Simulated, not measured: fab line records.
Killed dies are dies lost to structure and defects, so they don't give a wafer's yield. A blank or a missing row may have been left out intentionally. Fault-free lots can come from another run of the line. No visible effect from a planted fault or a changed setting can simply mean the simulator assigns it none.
Code-filled problem report in 8D (eight disciplines) form	flow n5-finfet	the parts of the form that need people (team, actions taken, sign-off) are left out

1. THE PROBLEM
At N5_PASSIVATION_PROBE_49, killed_at_M4_up averages 1092 over 6 wafers from 2 lots, while fault-free wafers read 14, standard deviation 5.2. That is +99 or more standard deviations from the usual mean.
The first sign was on wafer L678.1 at day 17 16:31, on prober-01. The record has a number at this step for 16 wafers belonging to 6 lots. The rule behind "out" and "out of limits": a value lying over 4 standard deviations away from the usual mean. All remaining wafers that have a number are taken as sound.

2. WHAT IT IS AND WHAT IT IS NOT
question	is	is not
which readings at this step	killed_at_M4_up, defect-limited-yield, killed-dies, killed-on-rim, sort_bin_5_function, sort-n-pass, sort-yield-pct	killed_at_M0_to_M3, killed-at-contacts, killed-at-other, killed-open, sort_bin_4_leakage, sort_bin_6_memory
which lots	L677, L678	L668, L669, L684, L685
which wafers of those lots	all that have a number	-
read on which tools	prober-01	prober-02
when	from day 17 16:31	up to then (4 sound wafers); but 6 sound wafers of L684, L685 came after

3. WHAT RULES OUT EACH SUSPECT
Counting: any tool at a process step up to the reading is kept as a suspect provided that every lot that is out went through it and no sound lot did after the first of them.
- pecvd-03 at N5_BEOL_M13_DEP_53 (deposits SiCN from 3MS/NH3, target thk 50 nm, time 17.8 s): ruled out as a lasting fault. Sound lots L684, L685 ran on it after its first lot that is out, L678 (day 16 04:07).
- prober-01 at N5_PASSIVATION_PROBE_49: kept. It ran every lot that is out, first L678 (day 17 16:31), and no sound lot after that; its last sound lot up to then is L669 (day 15 08:18). On those wafers its own readings are out: defect-limited-yield, killed_at_M4_up, killed-dies, killed-on-rim, sort_bin_5_function, sort-n-pass, sort-yield-pct.
The count leaves prober-01 at N5_PASSIVATION_PROBE_49.

4. THE CAUSE (what the simulator had put in)
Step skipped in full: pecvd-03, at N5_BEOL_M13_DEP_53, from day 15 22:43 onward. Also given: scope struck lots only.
Counting ruled it out, wrongly: the rule takes a fault to strike every lot that its tool runs from its start on, and this one did not.

5. THE EFFECT CHAIN, in route order
Each row: a reading where the mean over the struck wafers with a number is more than 3 standard deviations away from the usual. Scope: only readings with a usual standard deviation given in the record; hours: median across lots of the time from each lot's start at the first step in this table that gives one to its start at this step; sigmas: change in usual standard deviations.
hours	step	reading	usual	on struck wafers	change	sigmas
0	N5_PASSIVATION_PROBE_49	defect-limited-yield	91.2 %	0.0	-91.2	-61
0	N5_PASSIVATION_PROBE_49	killed_at_M4_up	14	1092	+1078	+99 or more
0	N5_PASSIVATION_PROBE_49	killed-dies	104	1180	+1076	+60
0	N5_PASSIVATION_PROBE_49	killed-on-rim	14	152	+138	+34
0	N5_PASSIVATION_PROBE_49	sort_bin_5_function	5.2 %	96.5	+91.2	+91
0	N5_PASSIVATION_PROBE_49	sort-n-pass	1076	0	-1076	-60
0	N5_PASSIVATION_PROBE_49	sort-yield-pct	91.2 %	0.0	-91.2	-61
Process steps it contains:
- N5_PASSIVATION_PROBE_49
Readings that are blank on the struck wafers while sound wafers have them: chamber-pressure-Torr at N5_BEOL_M13_DEP_53; rf-fwd-power-W at N5_BEOL_M13_DEP_53; showerhead-plenum-p-Torr at N5_BEOL_M13_DEP_53; throttle-valve-pct at N5_BEOL_M13_DEP_53.

6. WHAT WOULD HAVE CAUGHT IT SOONER
In this record the first reading out of limits was taken at day 17 16:31, 42 hours after the fault began at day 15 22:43.
At N5_BEOL_M13_DEP_53 the tool's readings are blank on the struck wafers, where sound wafers have them: an empty tool record is the first sign, and it was there at once.
